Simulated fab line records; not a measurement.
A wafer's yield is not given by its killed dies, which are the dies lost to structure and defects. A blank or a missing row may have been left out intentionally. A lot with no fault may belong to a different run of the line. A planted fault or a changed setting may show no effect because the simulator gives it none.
Matching of chambers -- flow n5 finfet -- rie diel-04 running N5_BEOL_M10_ETCH_61: 4 sister chambers
The step etches SiARC in CF4, target depth 39 nm, time 65 s. 4 wafers are shown with their chamber, then 7 later ones without.

== WAFERS WITH THEIR CHAMBER ==
wafer,chamber,drypump motor current A (A)
L090.1,2,6.4
L090.6,1,5.4
L089.1,0,6.1
L089.4,3,5.7

== WAFERS WITH NO CHAMBER GIVEN ==
wafer,drypump motor current A (A)
L089.6,5.6
L094.2,5.6
L094.3,6.1
L094.5,5.4
L097.2,6.4
L097.3,5.7
L097.6,6.3

== THE CHAMBER EACH PASSED THROUGH ==
wafer,from the rows above,in truth
L089.6,can't be placed: 3 or 1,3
L094.2,can't be placed: 3 or 1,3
L094.3,0,0
L094.5,1,1
L097.2,2,2
L097.3,3,3
L097.6,can't be placed: 2 or 0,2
Correct placement for 4 of the 7. Not placeable from these rows: 3 (in 3, the candidates include the true chamber). 0 placed wrongly.
How it was worked out, from the rows above alone: a wafer's distance from a chamber is the root of the sum, over the readings, of the square of ((its reading less the chamber's mean) divided by the reading's scatter). The wafer belongs to the nearest chamber; if the next one is less than 2 further off, it can't be placed. A chamber's mean is the mean of its shown wafers. The scatter: with one shown wafer a chamber, the root of the mean of the squares of how far each hidden wafer lies from its nearest shown one.
